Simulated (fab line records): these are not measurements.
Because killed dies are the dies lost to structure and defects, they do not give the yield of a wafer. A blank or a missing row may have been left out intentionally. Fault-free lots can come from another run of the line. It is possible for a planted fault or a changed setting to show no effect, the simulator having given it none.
A struck lot beside a sound one + flow n5_finfet + 24 out of 1938 route steps
Sound: these wafers, L380.2, L380.4, L380.5. The struck wafers were L382.2, L382.3, L382.6. The cause is given at the end.
For every step that has rows: the tool of each side, followed by ch and its chambers, followed by its first start. Under that, the readings that differ: sound wafers + struck wafers + difference of the means + sigmas: that difference in standard deviations of wafers without a fault.
alike: same words and numbers on both sides, and readings whose means sit less than 2 such deviations apart. not compared: any withheld reading, any reading some wafer has no value for, any bound like >300 that may hide the same value, and any number with overlapping values for which the record gives no deviation.
The two part at a step that has a row with sigmas, a row that says differs or no value, or rows on one side only. Numbers that don't overlap but have no deviation are shown without sigmas and don't part them. A reading missing from all wafers of one side parts the sides only when that side holds two or more wafers.

first, 11 steps without rows for these wafers: N5_BEOL_M5_STRIP_63 (strips in N2/H2); N5_BEOL_M5_STRIP_73 (strips in N2/H2); N5_BEOL_M5_STRIP_64 (strips in CF4); N5_BEOL_M5_HM_OPEN_17 (chemistry Cl2/BCl3, target TiN, target depth 20 nm, overetch 6 nm); N5_BEOL_M5_STRIP_19 (strips in O2); N5_BEOL_M5_COAT_65 (time 60 s, resist thk 60 nm); N5_BEOL_M5_COAT_66 (time 60 s, resist thk 12 nm); N5_BEOL_M5_COAT_74 (time 60 s, resist thk 5 nm); N5_BEOL_M5_COAT_22 (resist thk 30 nm); N5_BEOL_M5_EBR_24; N5_BEOL_M5_SOFTBAKE_23 (time 60 s).
N5_BEOL_M5_EXPOSE_25: exposes mask V4, defocus 10 nm.
  sound on euv_scanner-02 ch 0, day 8 23:40; struck on euv_scanner-02 ch 0, day 9 14:13
| reading              | sound          | struck         | difference | sigmas |
|----------------------|----------------|----------------|------------|--------|
| exposure_dose_mJ_cm2 | 53.6 53.6 53.5 | 61.1 61.1 61.1 | +7.5       | +19    |
  alike: mask
then, 2 steps without rows for these wafers: N5_BEOL_M5_PEB_26 (peb time 60 s); N5_BEOL_M5_DEVELOP_27 (develop time 30 s).
N5_BEOL_M5_CD_MEAS_28: target cd 30.6 nm, target cd y 20 nm.
  sound on cd_sem-03 ch 0, day 8 23:48; struck on cd_sem-03 ch 0, day 9 14:21
| reading    | sound             | struck            | difference | sigmas |
|------------|-------------------|-------------------|------------|--------|
| cd_nm (nm) | 31.00 30.80 30.58 | 33.15 33.23 32.86 | +2.29      | +9     |
then, 1 step without rows for these wafers: N5_BEOL_M5_DESCUM_33 (chemistry O2, time 7 s).
N5_BEOL_M5_ETCH_75: etches underlayer in N2/H2, target depth 6.5 nm, time 5.2 s.
  sound on rie_diel-02 ch 1,2, day 8 23:57; struck on rie_diel-02 ch 0,1,2, day 9 14:31
| reading                  | sound          | struck     | difference | sigmas |
|--------------------------|----------------|------------|------------|--------|
| model.BEOL_M5.cd_nm (nm) | 28.6 28.2 28.2 | 31 31 30.8 | +3         |        |
  alike: drypump_motor_current_A, etch_rf_on_time_s, oes_product_au, rf_vpp_V, showerhead_plenum_p_Torr, throttle_valve_pct
  not compared: rf_hours_counter_h
then, 4 steps without rows for these wafers: N5_BEOL_M5_ETCH_67 (etches SiARC in CF4, target depth 15.6 nm, time 26 s); N5_BEOL_M5_ETCH_68 (etches SOC in N2/H2, target depth 80 nm, overetch 16 nm, time 120 s); N5_BEOL_M5_STRIP_69 (strips in N2/H2); N5_BEOL_M5_STRIP_76 (strips in N2/H2).
N5_BEOL_M5_VIA_ETCH_34: etches SiCOH lowk in C4F6/O2, target depth 88.3 nm, time 39.2 s.
  sound on rie_diel-02 ch 1,2, day 9 00:06; struck on rie_diel-02 ch 0,1,2, day 9 14:40
| reading                  | sound        | struck         | difference | sigmas |
|--------------------------|--------------|----------------|------------|--------|
| model.BEOL_M5.cd_nm (nm) | 28.2 28.2 28 | 30.8 30.8 30.6 | +2.6       |        |
  alike: O2_flow_sccm, drypump_motor_current_A, mfc_ar_sccm, oes_product_au, rf_vpp_V, showerhead_plenum_p_Torr, throttle_valve_pct
  not compared: rf_hours_counter_h
then, 1 step without rows for these wafers: N5_BEOL_M5_STRIP_85 (strips in C4F6/O2).
-- a jump in the record: the struck wafers' starts before and after are 5 days apart (it breaks off in module BEOL_M5 and resumes in module PASSIVATION, where the first step shown is number 1936 of the route) --
N5_PASSIVATION_PROBE_49:
  record: rows for the struck wafers here (prober-01, day 14 10:33), none for the sound ones

## WHERE THEY PART
Last at N5_PASSIVATION_PROBE_49 as far as this record goes, first at N5_BEOL_M5_EXPOSE_25.

WHY: what had been put in by the simulator
Drift in process parameters on euv_scanner-02 at N5_BEOL_M5_EXPOSE_25, starting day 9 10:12. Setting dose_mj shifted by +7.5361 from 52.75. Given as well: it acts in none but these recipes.
